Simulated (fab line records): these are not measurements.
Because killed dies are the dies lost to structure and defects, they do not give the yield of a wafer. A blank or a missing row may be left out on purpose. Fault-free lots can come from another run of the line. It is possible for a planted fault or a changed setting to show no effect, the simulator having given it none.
Chamber matching -- flow n5 finfet -- N5_STI_FIN_REVEAL_ALD_14 on ald sin-03: 4 sister chambers
The step deposits Si3N4, target thk 3 nm. 8 wafers are shown with their chamber, then 10 later ones without.

## WAFERS PAIRED WITH THEIR CHAMBERS
wafer,chamber,heater power w (W)
L081.4,0,778
L081.5,3,789
L082.3,0,774
L082.4,3,783
L086.4,2,856
L086.6,1,857
L088.3,2,864
L088.4,1,843

## WAFERS WHOSE CHAMBER IS MISSING
wafer,heater power w (W)
L088.5,853
L091.1,836
L091.2,784
L091.5,790
L093.1,837
L093.2,790
L093.5,784
L094.2,842
L094.3,777
L094.5,780

## CHAMBER TAKEN BY EACH
wafer,from the rows above,in truth
L088.5,can't be placed: 1 or 2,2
L091.1,can't be placed: 1 or 2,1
L091.2,can't be placed: 3 or 0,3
L091.5,can't be placed: 3 or 0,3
L093.1,can't be placed: 1 or 2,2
L093.2,can't be placed: 3 or 0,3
L093.5,can't be placed: 3 or 0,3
L094.2,can't be placed: 1 or 2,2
L094.3,can't be placed: 0 or 3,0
L094.5,can't be placed: 0 or 3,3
Correctly placed: 0 of 10. Unplaceable from these rows: 10, with the true chamber sitting among the candidates in 10. Number placed wrongly: 0.
How it was worked out, from the rows above alone: a wafer's distance from a chamber is the root of the sum, over the readings, of the square of ((its reading less the chamber's mean) divided by the reading's scatter). The wafer belongs to the nearest chamber; if the next one is less than 2 further off, it can't be placed. Each chamber's mean is taken over the wafers shown for it. How the scatter is found: for the shown wafers, subtract from each reading the mean of its chamber, square and add these, divide the total by (wafers less chambers), then take the root.
